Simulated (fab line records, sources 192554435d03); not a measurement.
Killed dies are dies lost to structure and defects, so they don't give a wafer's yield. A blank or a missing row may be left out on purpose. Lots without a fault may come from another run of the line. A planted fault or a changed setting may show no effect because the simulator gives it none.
fab line records | flow n5_finfet
record lots=7 wafers=39
route steps=1938 shown BEOL_M6@1239 BEOL_M14@1730 BEOL_M15@1819
start_h: hours from the record's first day to the start of the lot's first wafer shown | wait_h: hours since the lot's step before | " the same as in the row above | L1.1+2: a row that stands for several wafers | - no value, or no start given | * or withheld: withheld | < > ~ a bound
route shown NAME@n: a module of which the file shows steps, and the number in the route of the first | usual: mean/standard deviation of fault-free wafers | same: alike in all rows | chamber/n: place in a boat | sites: the reading at each site | _std_site: their standard deviation | _edge_site: outer sites' mean less inner sites' | radius_mm: how far each site lies from the wafer's centre | mask NAME#n: copy n | behind: the tool/chamber that last shaped the wafer | hold: why the lot was held/for how many hours/how that ended | device: the transistor (n, p or np) that didn't switch | end of line: the same wafers' tests at the end of the route | a step without rows: its recipe alone | killed: dies lost to structure and defects at the first sort, not the wafer's yield | map: a wafer's dies, x killed, . not, _ none there
set.NAME: the setting as run; set.NAME@STEP: as run at that earlier step | model.NAME: the simulator's own value behind a step, which no gauge read
lots whose settings were changed on purpose; a table a step, a row a wafer
## steps
# step N5_BEOL_M6_TRENCH_ETCH_37
# recipe chemistry=C4F6/O2 target_depth_a=944.35 target=SiCOH_lowk time_s=31.5 ion_energy_ev=250 pressure_mtorr=30 source_w=345 bias_w=185 Ar_flow_sccm=300 C4F6_flow_sccm=10 O2_flow_sccm=10
# columns lot.wafer tool chamber start_h wait_h set.time_s model.etch.depth_nm model.BEOL_M6.feature_depth_nm
L078.1 rie_diel-03 2 - - 31.5 95.73 95.8
L078.2 " 1 " " 39.84 122.6 122.6
L078.3 " 3 " " 39.84 115.6 115.6
L078.4 " 0 " " 31.5 92.24 92.2
L078.5 " 0 " " 39.84 115.7 115.6
L078.6 " 3 " " 31.5 91.45 91.4
L081.1 rie_diel-03 2 - - 31.5 94.96 95
L081.2 " 1 " " 31.5 97.43 97.4
L081.3 " 0 " " 31.5 92.91 93
L083.1 rie_diel-03 3 - - 31.5 92.38 92.4
L083.2 " 2 " " 31.5 94.99 95
L083.3 " 0 " " 31.5 92.77 92.8
L083.4 " 1 " " 31.5 96.54 96.6
L083.5 " 1 " " 31.5 96.81 96.8
L083.6 " 0 " " 31.5 92.14 92.2
L084.1 rie_diel-04 0 - - 31.5 95.93 96
L084.2 " 2 " " 31.5 93.69 93.6
L084.3 " 1 " " 31.5 97.45 97.4
L084.4 " 3 " " 31.5 94.81 94.8
L084.5 " 2 " " 31.5 93.93 94
L084.6 " 3 " " 31.5 95.47 95.4
L088.1 rie_diel-03 1 - - 36.81 112.9 112.8
L088.2 " 0 " " 36.81 108.2 108.2
L088.3 " 3 " " 31.5 91.32 91.4
L088.4 " 2 " " 36.81 109.5 109.6
L088.5 " 0 " " 31.5 91.11 91.2
L088.6 " 1 " " 31.5 96.01 96
L087.1 rie_diel-01 1 - - 24.91 76.15 76.2
L087.2 " 0 " " 31.5 94.32 94.4
L087.3 " 3 " " 31.5 94.1 94
L087.4 " 2 " " 24.91 75.86 75.8
L087.5 " 3 " " 31.5 94.01 94
L087.6 " 2 " " 24.91 75.42 75.4
L096.1 rie_diel-04 3 - - 41.56 126 126
L096.2 " 0 " " 31.5 95.35 95.4
L096.3 " 2 " " 31.5 92.79 92.8
L096.4 " 1 " " 41.56 128.5 128.4
L096.5 " 1 " " 31.5 96.94 97
L096.6 " 2 " " 41.56 122.5 122.6
# step N5_BEOL_M6_ETCH_41
# recipe chemistry=CH3F/O2 target=SiCN target_depth_a=297 taper_deg=2 time_s=52 ion_energy_ev=120 mask_material=TiN pressure_mtorr=30 source_w=395 bias_w=75 Ar_flow_sccm=150 CH3F_flow_sccm=30 O2_flow_sccm=20
# step N5_BEOL_M6_STRIP_80
# recipe chemistry=N2/H2 time_s=10 power_w=450 temp_c=40 pressure_mtorr=20 rf_frequency_hz=6e+07 bias_power_w=7 n2_flow_sccm=200 h2_flow_sccm=200
# step N5_BEOL_M6_OCD_MEAS_38
# usual trench_depth_nm=95.2/1.8
# columns lot.wafer tool chamber start_h wait_h set.time_s@BEOL_M6_TRENCH_ETCH_37 trench_depth_nm
L078.1 ocd-01 - 233.25 - 31.5 96.5
L078.2 " - " " 39.84 122.7
L078.3 " - " " 39.84 115.8
L078.4 " - " " 31.5 91.9
L078.5 " - " " 39.84 115.9
L078.6 " - " " 31.5 91.1
L081.1 ocd-02 - 256.38 - 31.5 94.8
L081.2 " - " " 31.5 97.9
L081.3 " - " " 31.5 92.6
L083.1 ocd-01 - 270.69 - 31.5 91.4
L083.2 " - " " 31.5 94.2
L083.3 " - " " 31.5 92.7
L083.4 " - " " 31.5 96.5
L083.5 " - " " 31.5 97.0
L083.6 " - " " 31.5 92.2
L084.1 ocd-02 - 274.45 - 31.5 95.6
L084.2 " - " " 31.5 93.6
L084.3 " - " " 31.5 98.2
L084.4 " - " " 31.5 94.7
L084.5 " - " " 31.5 94.5
L084.6 " - " " 31.5 96.6
L088.1 ocd-01 - 301.43 - 36.81 112.8
L088.2 " - " " 36.81 108.6
L088.3 " - " " 31.5 91.4
L088.4 " - " " 36.81 110.0
L088.5 " - " " 31.5 91.1
L088.6 " - " " 31.5 95.9
L087.1 ocd-01 - 314.19 - 24.91 76.4
L087.2 " - " " 31.5 94.3
L087.3 " - " " 31.5 93.8
L087.4 " - " " 24.91 76.2
L087.5 " - " " 31.5 94.1
L087.6 " - " " 24.91 75.4
L096.1 ocd-02 - 356.93 - 41.56 126.1
L096.2 " - " " 31.5 95.0
L096.3 " - " " 31.5 92.5
L096.4 " - " " 41.56 129.4
L096.5 " - " " 31.5 97.1
L096.6 " - " " 41.56 122.1
# step N5_BEOL_M6_HM_STRIP_39
# recipe chemistry=peroxide_tin_strip material=TiN target_depth_a=250 temp_c=50 time_s=158
# step N5_BEOL_M6_SRD_40
# recipe time_s=30 temp_c=23 rinse_liquid=diw dry=ipa_marangoni
# step N5_BEOL_M6_ECD_50
# recipe material=Cu target_thk_a=3000
# step N5_BEOL_M6_ANNEAL_51
# recipe temp_c=225 time_s=90 ambient=N2
# step N5_BEOL_M6_CMP_52
# recipe stop_on=SiCOH_lowk t_overpolish_s=6.9 down_force_psi=1 platen_rpm=50 clearing_platen_down_force_psi=1.5 clearing_platen_rpm=50 post_cmp_clean=cu_alkaline target_thk_nm=80 clearing_platen_pad_velocity_m_s=0.99484 pad_velocity_m_s=0.99484
# columns lot.wafer tool chamber start_h wait_h set.time_s@BEOL_M6_TRENCH_ETCH_37 model.Cu_of_BEOL_M6_ECD_50.thk_nm
L078.1 cmp-03 1 235.44 0.3 31.5 81.4
L078.2 " 2 " " 39.84 109.8
L078.3 " 3 " " 39.84 103.6
L078.4+6 " 0,2 " " 31.5 78.4
L078.5 " 1 " " 39.84 102.4
L081.3 cmp-01 0 259.27 0.2 31.5 78.8
L081.1 " 1 " " 31.5 81.6
L081.2 " 2 " " 31.5 82.8
L083.1 cmp-03 0 274.21 0.3 31.5 81
L083.3 " 1 " " 31.5 77.8
L083.4 " 2 " " 31.5 82.4
L083.2 " 3 " " 31.5 81.2
L083.6 " 0 " " 31.5 78.2
L083.5 " 1 " " 31.5 81.8
L084.3 cmp-03 3 277.10 0.2 31.5 84.6
L084.2 " 0 " " 31.5 79.4
L084.4 " 1 " " 31.5 79.2
L084.1 " 2 " " 31.5 81.2
L084.5 " 3 " " 31.5 81
L084.6 " 0 " " 31.5 80.2
L088.2 cmp-01 2 303.41 0.2 36.81 96.2
L088.4 " 3 " " 36.81 95.6
L088.3 " 0 " " 31.5 79.2
L088.1 " 1 " " 36.81 100.2
L088.5 " 2 " " 31.5 79.4
L088.6 " 3 " " 31.5 81
L087.1+6 cmp-03 1,2 316.15 0.3 24.91 62.4
L087.3 " 2 " " 31.5 81.4
L087.4 " 3 " " 24.91 64.6
L087.2 " 0 " " 31.5 80.6
L087.5 " 1 " " 31.5 79.2
L096.3 cmp-03 1 360.21 0.2 31.5 78.4
L096.4 " 2 " " 41.56 116.6
L096.1 " 3 " " 41.56 113.8
L096.2 " 0 " " 31.5 82.8
L096.6 " 1 " " 41.56 107.6
L096.5 " 2 " " 31.5 83.6
# step N5_BEOL_M6_THK_MEAS_53
# recipe thk_meas_gauge=xrf reads=Cu_of_BEOL_M6_ECD_50
# usual M6_THK=83.2/2.2
# columns lot.wafer tool chamber start_h wait_h set.time_s@BEOL_M6_TRENCH_ETCH_37 M6_THK[nm]
L078.1 film_metro-01 - 235.74 - 31.5 83.0
L078.2 " - " " 39.84 112.7
L078.3 " - " " 39.84 105.5
L078.4 " - " " 31.5 80.0
L078.5 " - " " 39.84 104.8
L078.6 " - " " 31.5 80.1
L081.1 film_metro-02 - 259.52 - 31.5 83.1
L081.2 " - " " 31.5 84.9
L081.3 " - " " 31.5 80.5
L083.1 film_metro-02 - 274.50 - 31.5 83.7
L083.2 " - " " 31.5 83.6
L083.3 " - " " 31.5 80.4
L083.4 " - " " 31.5 85.1
L083.5 " - " " 31.5 84.2
L083.6 " - " " 31.5 80.6
L084.1 film_metro-02 - 277.40 - 31.5 83.5
L084.2 " - " " 31.5 82.0
L084.3 " - " " 31.5 87.2
L084.4 " - " " 31.5 81.7
L084.5 " - " " 31.5 83.7
L084.6 " - " " 31.5 83.0
L088.1 film_metro-02 - 303.71 - 36.81 102.1
L088.2 " - " " 36.81 98.0
L088.3 " - " " 31.5 80.8
L088.4 " - " " 36.81 97.1
L088.5 " - " " 31.5 80.6
L088.6 " - " " 31.5 82.4
L087.1 film_metro-01 - 316.44 - 24.91 63.6
L087.2 " - " " 31.5 82.4
L087.3 " - " " 31.5 82.7
L087.4 " - " " 24.91 65.7
L087.5 " - " " 31.5 80.8
L087.6 " - " " 24.91 63.4
L096.1 film_metro-01 - 360.51 - 41.56 116.5
L096.2 " - " " 31.5 85.2
L096.3 " - " " 31.5 80.3
L096.4 " - " " 41.56 119.2
L096.5 " - " " 31.5 85.7
L096.6 " - " " 41.56 110.2
# step N5_BEOL_M6_PRE_CLEAN_55
# recipe gas=NH3 time_s=15 temp_c=withheld rf_power_w=300
# step N5_BEOL_M6_DEP_56
# recipe material=SiCN target_thk_a=100 temp_c=withheld precursor=3MS/NH3 pressure_torr=3 rf_w=202 time_s=17.5
# step N5_BEOL_M6_RS_MEAS_57
# recipe thk_meas_gauge=four-point-probe reads=Cu_of_BEOL_M6_ECD_50+Co_of_BEOL_M6_CVD_78+TaN_of_BEOL_M6_ALD_77
# usual M6_RS=0.281/0.0084
# columns lot.wafer tool chamber start_h wait_h set.time_s@BEOL_M6_TRENCH_ETCH_37 M6_RS[ohm/sq]
L078.1 film_metro-01 - 235.87 0.1 31.5 0.281
L078.2 " - " " 39.84 0.199
L078.3 " - " " 39.84 0.212
L078.4 " - " " 31.5 0.294
L078.5 " - " " 39.84 0.215
L078.6 " - " " 31.5 0.293
L081.1 film_metro-02 - 259.65 0.1 31.5 0.280
L081.2 " - " " 31.5 0.274
L081.3 " - " " 31.5 0.290
L083.1 film_metro-01 - 274.63 0.1 31.5 0.282
L083.2 " - " " 31.5 0.281
L083.3 " - " " 31.5 0.296
L083.4 " - " " 31.5 0.276
L083.5 " - " " 31.5 0.279
L083.6 " - " " 31.5 0.294
L084.1 film_metro-02 - 277.53 0.1 31.5 0.281
L084.2 " - " " 31.5 0.289
L084.3 " - " " 31.5 0.268
L084.4 " - " " 31.5 0.289
L084.5 " - " " 31.5 0.282
L084.6 " - " " 31.5 0.284
L088.1 film_metro-02 - 303.87 0.1 36.81 0.219
L088.2 " - " " 36.81 0.230
L088.3 " - " " 31.5 0.288
L088.4 " - " " 36.81 0.232
L088.5 " - " " 31.5 0.289
L088.6 " - " " 31.5 0.281
L087.1 film_metro-01 - 316.57 0.1 24.91 0.387
L087.2 " - " " 31.5 0.283
L087.3 " - " " 31.5 0.281
L087.4 " - " " 24.91 0.371
L087.5 " - " " 31.5 0.290
L087.6 " - " " 24.91 0.387
L096.1 film_metro-02 - 360.64 0.1 41.56 0.190
L096.2 " - " " 31.5 0.274
L096.3 " - " " 31.5 0.293
L096.4 " - " " 41.56 0.185
L096.5 " - " " 31.5 0.271
L096.6 " - " " 41.56 0.203
# step N5_BEOL_M14_ETCH_59
# recipe chemistry=N2/H2 target=BARC target_depth_a=890 overetch_a=267 time_s=67.9 ion_energy_ev=200 pressure_mtorr=30 source_w=840 bias_w=150 n2_flow_sccm=200 h2_flow_sccm=200
# columns lot.wafer tool chamber start_h wait_h set.time_s model.coat_of_BEOL_M14_COAT_04.thk_nm
L078.1 rie_diel-01 1 296.57 0.0 67.9 714.8
L078.2 " 0 " " 67.9 717.4
L078.3 " 3 " " 67.9 716
L078.4 " 2 " " 98.14 686
L078.5 " 2 " " 98.14 683.8
L078.6 " 3 " " 98.14 686.4
L081.1 rie_diel-01 3 321.56 0.0 67.9 717.4
L081.2 " 1 " " 67.9 715.8
L081.3 " 2 " " 67.9 714.6
L083.1 rie_diel-04 0 334.70 0.0 67.9 718.8
L083.2 " 1 " " 57.31 726.2
L083.3 " 3 " " 57.31 726
L083.4 " 3 " " 67.9 718.2
L083.5 " 0 " " 57.31 727.2
L083.6 " 1 " " 67.9 716.6
L084.1 rie_diel-04 0 338.34 0.0 67.9 720.6
L084.2 " 1 " " 67.9 719.2
L084.3+5 " 3 " " 67.9 720.2
L084.4 " 0 " " 67.9 721
L084.6 " 1 " " 67.9 719.6
L088.1 rie_diel-04 2 363.94 0.0 67.9 722.8
L088.2 " 3 " " 41.75 742.8
L088.3 " 0 " " 67.9 719
L088.4 " 1 " " 67.9 718
L088.5 " 2 " " 41.75 746.6
L088.6 " 1 " " 41.75 740.4
L087.1 rie_diel-04 2 374.98 0.0 67.9 716.2
L087.2 " 3 " " 67.9 714.8
L087.3 " 0 " " 67.9 713.6
L087.4 " 1 " " 56.39 724.2
L087.5 " 0 " " 56.39 724.4
L087.6 " 1 " " 56.39 725.6
L096.1 rie_diel-01 0 421.02 0.0 67.9 719.4
L096.2 " 3 " " 67.9 717.8
L096.3 " 2 " " 49.99 735
L096.4 " 1 " " 49.99 735.8
L096.5 " 0 " " 67.9 718.4
L096.6 " 3 " " 49.99 733.6
# step N5_BEOL_M14_VIA_ETCH_16
# recipe chemistry=C4F8/O2/Ar target=SiO2 he_inner_torr=15 he_outer_torr=30 target_depth_a=12313 time_s=withheld ion_energy_ev=800 pressure_mtorr=20 source_w=1905 bias_w=2040 Ar_flow_sccm=400 C4F8_flow_sccm=16 O2_flow_sccm=12 ends=cleared
# columns lot.wafer tool chamber start_h wait_h set.time_s@BEOL_M14_ETCH_59 model.coat_of_BEOL_M14_COAT_04.thk_nm
L078.1 rie_diel-01 1 296.62 0.0 * 455
L078.2 " 0 " " * 461.8
L078.3 " 3 " " * 450.6
L078.4 " 2 " " * 423.4
L078.5 " 2 " " * 426.8
L078.6 " 3 " " * 417.4
L081.1 rie_diel-01 3 321.61 0.0 * 457.2
L081.2 " 1 " " * 455.6
L081.3 " 2 " " * 458.4
L083.1 rie_diel-04 0 334.75 0.0 * 454.4
L083.2 " 1 " " * 463.2
L083.3 " 3 " " * 463.4
L083.4 " 3 " " * 452
L083.5 " 0 " " * 456.8
L083.6 " 1 " " * 450.6
L084.1 rie_diel-04 0 338.39 0.0 * 456.2
L084.2 " 1 " " * 462.4
L084.3 " 3 " " * 455.8
L084.4 " 0 " " * 451.8
L084.5 " 3 " " * 456.4
L084.6 " 1 " " * 457.2
L088.1 rie_diel-04 2 363.99 0.0 * 458.6
L088.2 " 3 " " * 479.4
L088.3 " 0 " " * 450.4
L088.4 " 1 " " * 452.4
L088.5 " 2 " " * 483.2
L088.6 " 1 " " * 477
L087.1 rie_diel-04 2 375.03 0.0 * 456.2
L087.2 " 3 " " * 456
L087.3 " 0 " " * 449.8
L087.4 " 1 " " * 464.2
L087.5 " 0 " " * 454
L087.6 " 1 " " * 467
L096.1 rie_diel-01 0 421.07 0.0 * 456
L096.2 " 3 " " * 452.2
L096.3 " 2 " " * 476.6
L096.4 " 1 " " * 471.6
L096.5 " 0 " " * 458.6
L096.6 " 3 " " * 467.2
# step N5_BEOL_M14_STRIP_63
# recipe chemistry=O2 power_w=600 temp_c=60 pressure_mtorr=30 rf_frequency_hz=6e+07 bias_power_w=0 overash_fraction=0.3 o2_flow_sccm=225
# step N5_BEOL_M14_STRIP_64
# recipe chemistry=O2 power_w=600 temp_c=60 pressure_mtorr=30 rf_frequency_hz=6e+07 bias_power_w=0 overash_fraction=0.3 o2_flow_sccm=225
# step N5_BEOL_M14_STRIP_71
# recipe chemistry=post_etch_residue_remover time_s=60 temp_c=25 remover_ph=withheld remover_water_wt_pct=withheld remover_fluoride_wt_pct=withheld
# step N5_BEOL_M14_SRD_72
# recipe time_s=30 temp_c=23 rinse_liquid=diw dry=n2_spin spin_rpm=1500 dry_time_s=30
# step N5_BEOL_M14_CD_MEAS_17
# recipe target_cd_nm=250 polarity=opening
# usual cd_nm=251.5/2.1
# columns lot.wafer tool chamber start_h wait_h set.time_s@BEOL_M14_ETCH_59 cd_nm
L078.1 cd_sem-01 - 296.97 0.0 67.9 250.7
L078.2 " - " " 67.9 251.3
L078.3 " - " " 67.9 252.8
L078.4 " - " " 98.14 262.3
L078.5 " - " " 98.14 260.8
L078.6 " - " " 98.14 258.1
L081.1 cd_sem-01 - 321.96 0.0 67.9 252.0
L081.2 " - " " 67.9 250.0
L081.3 " - " " 67.9 254.3
L083.1 cd_sem-02 - 335.10 0.0 67.9 249.2
L083.2 " - " " 57.31 243.6
L083.3 " - " " 57.31 247.6
L083.4 " - " " 67.9 250.0
L083.5 " - " " 57.31 246.3
L083.6 " - " " 67.9 249.1
L084.1 cd_sem-01 - 338.74 0.0 67.9 247.8
L084.2 " - " " 67.9 250.0
L084.3 " - " " 67.9 253.3
L084.4 " - " " 67.9 249.3
L084.5 " - " " 67.9 247.5
L084.6 " - " " 67.9 248.3
L088.1 cd_sem-03 - 364.34 0.0 67.9 250.9
L088.2 " - " " 41.75 244.2
L088.3 " - " " 67.9 251.2
L088.4 " - " " 67.9 248.7
L088.5 " - " " 41.75 244.0
L088.6 " - " " 41.75 245.2
L087.1 cd_sem-03 - 375.38 0.0 67.9 253.1
L087.2 " - " " 67.9 252.1
L087.3 " - " " 67.9 250.9
L087.4 " - " " 56.39 250.5
L087.5 " - " " 56.39 249.9
L087.6 " - " " 56.39 249.1
L096.1 cd_sem-02 - 421.42 0.0 67.9 252.2
L096.2 " - " " 67.9 251.5
L096.3 " - " " 49.99 249.5
L096.4 " - " " 49.99 246.6
L096.5 " - " " 67.9 253.7
L096.6 " - " " 49.99 247.6
# step N5_BEOL_M15_SPUTTER_43
# recipe material=TaN target_thk_a=150 temp_c=50 bias_v=168.6 power_w=15000 chamber_pressure_pa=0.12 time_s=24.19
# columns lot.wafer tool chamber start_h wait_h set.target_thk_a model.TaN_of_BEOL_M15_SPUTTER_43.thk_nm
L078.1 pvd_sputter-03 - 303.76 0.0 150 15
L078.2+3 " - " " 195.5 19.4
L078.4+5 " - " " 150 14.8
L078.6 " - " " 195.5 19.6
L081.1+3 pvd_sputter-03 - 329.63 0.0 150 15
L081.2 " - " " 150 15.2
L083.1+4+5 pvd_sputter-01 - 346.03 0.0 150 15
L083.2+3 " - " " 116.7 11.8
L083.6 " - " " 116.7 11.6
L084.1 pvd_sputter-03 - 349.06 0.0 150 15
L084.2 " - " " 77.62 7.8
L084.3 " - " " 77.62 8.2
L084.4+6 " - " " 150 15.2
L084.5 " - " " 77.62 8
L088.1+6 pvd_sputter-01 - 370.91 0.0 150 15
L088.2+4 " - " " 109.1 10.6
L088.3 " - " " 150 14.8
L088.5 " - " " 109.1 10.8
L087.1 pvd_sputter-01 - 396.19 0.0 104.6 10.6
L087.2+5 " - " " 150 15
L087.3 " - " " 104.6 10.2
L087.4 " - " " 104.6 10.4
L087.6 " - " " 150 14.8
L096.1+3+4 pvd_sputter-03 - 430.75 0.0 150 15
L096.2 " - " " 96.28 9.4
L096.5+6 " - " " 96.28 9.6
# step N5_BEOL_M15_SPUTTER_44
# recipe material=Ta target_thk_a=150 temp_c=50 bias_v=80 power_w=15000 chamber_pressure_pa=0.07 time_s=24.19
# step N5_BEOL_M15_SPUTTER_45
# recipe material=Cu target_thk_a=1000 temp_c=-20 bias_v=60 power_w=26000 chamber_pressure_pa=0.13 time_s=16.67
# step N5_BEOL_M15_ECD_47
# recipe material=Cu target_thk_a=18600
# step N5_BEOL_M15_ANNEAL_48
# recipe temp_c=225 time_s=90 ambient=N2
# step N5_BEOL_M15_CMP_49
# recipe stop_on=SiO2 t_overpolish_s=4.9 down_force_psi=2 platen_rpm=80 clearing_platen_down_force_psi=2 clearing_platen_rpm=80 post_cmp_clean=cu_alkaline target_thk_nm=850 clearing_platen_pad_velocity_m_s=1.5917 pad_velocity_m_s=1.5917
# usual barrier_field_endpoint_s=11.35/0.27
# columns lot.wafer tool chamber start_h wait_h set.target_thk_a@BEOL_M15_SPUTTER_43 barrier_field_endpoint_s
L078.1 cmp-04 3 305.26 0.3 150 11.32
L078.3 " 0 " " 195.5 12.99
L078.4 " 1 " " 150 11.23
L078.2 " 2 " " 195.5 12.78
L078.6 " 3 " " 195.5 12.96
L078.5 " 0 " " 150 11.22
L081.2 cmp-01 0 330.44 0.2 150 11.52
L081.1 " 2 " " 150 11.47
L081.3 " 3 " " 150 11.13
L083.3 cmp-04 3 346.87 0.2 116.7 10.32
L083.2 " 0 " " 116.7 10.13
L083.1 " 1 " " 150 11.67
L083.4 " 2 " " 150 11.93
L083.6 " 3 " " 116.7 10.17
L083.5 " 0 " " 150 11.73
L084.2 cmp-04 0 349.87 0.2 77.62 8.72
L084.4 " 1 " " 150 11.46
L084.3 " 2 " " 77.62 8.88
L084.1 " 3 " " 150 11.01
L084.6 " 0 " " 150 11.25
L084.5 " 1 " " 77.62 8.55
L088.2 cmp-01 1 371.73 0.2 109.1 9.72
L088.3 " 2 " " 150 11.27
L088.1 " 3 " " 150 11.34
L088.4 " 0 " " 109.1 9.85
L088.5 " 1 " " 109.1 9.72
L088.6 " 2 " " 150 11.19
L087.3 cmp-01 1 397.01 0.2 104.6 9.58
L087.4 " 2 " " 104.6 9.72
L087.1 " 3 " " 104.6 9.51
L087.2 " 0 " " 150 11.71
L087.6 " 1 " " 150 11.36
L087.5 " 2 " " 150 11.73
L096.3 cmp-01 2 431.58 0.2 150 11.50
L096.2 " 3 " " 96.28 9.27
L096.1 " 0 " " 150 11.12
L096.4 " 1 " " 150 11.43
L096.6 " 2 " " 96.28 9.59
L096.5 " 3 " " 96.28 9.18
## key
split step=N5_BEOL_M6_TRENCH_ETCH_37 setting=time_s stated=31.5 by=wafer
response step=N5_BEOL_M6_TRENCH_ETCH_37 reading=model.etch.depth_nm change=+0.947 per=1% r=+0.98
response step=N5_BEOL_M6_TRENCH_ETCH_37 reading=model.BEOL_M6.feature_depth_nm change=+0.945 per=1% r=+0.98
response step=N5_BEOL_M6_OCD_MEAS_38 reading=trench_depth_nm change=+0.952 per=1% r=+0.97
response step=N5_BEOL_M6_CMP_52 reading=model.Cu_of_BEOL_M6_ECD_50.thk_nm change=+0.955 per=1% r=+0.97
response step=N5_BEOL_M6_THK_MEAS_53 reading=M6_THK change=+0.975 per=1% r=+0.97
response step=N5_BEOL_M6_RS_MEAS_57 reading=M6_RS change=-0.00324 per=1% r=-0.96
split step=N5_BEOL_M14_ETCH_59 setting=time_s stated=67.9 by=wafer
response step=N5_BEOL_M14_ETCH_59 reading=model.coat_of_BEOL_M14_COAT_04.thk_nm change=-0.638 per=1% r=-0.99
response step=N5_BEOL_M14_VIA_ETCH_16 reading=model.coat_of_BEOL_M14_COAT_04.thk_nm change=-0.678 per=1% r=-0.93
response step=N5_BEOL_M14_CD_MEAS_17 reading=cd_nm change=+0.177 per=1% r=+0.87
split step=N5_BEOL_M15_SPUTTER_43 setting=target_thk_a stated=150 by=wafer
response step=N5_BEOL_M15_SPUTTER_43 reading=model.TaN_of_BEOL_M15_SPUTTER_43.thk_nm change=+0.15 per=1% r=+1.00
response step=N5_BEOL_M15_CMP_49 reading=barrier_field_endpoint_s change=+0.0569 per=1% r=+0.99
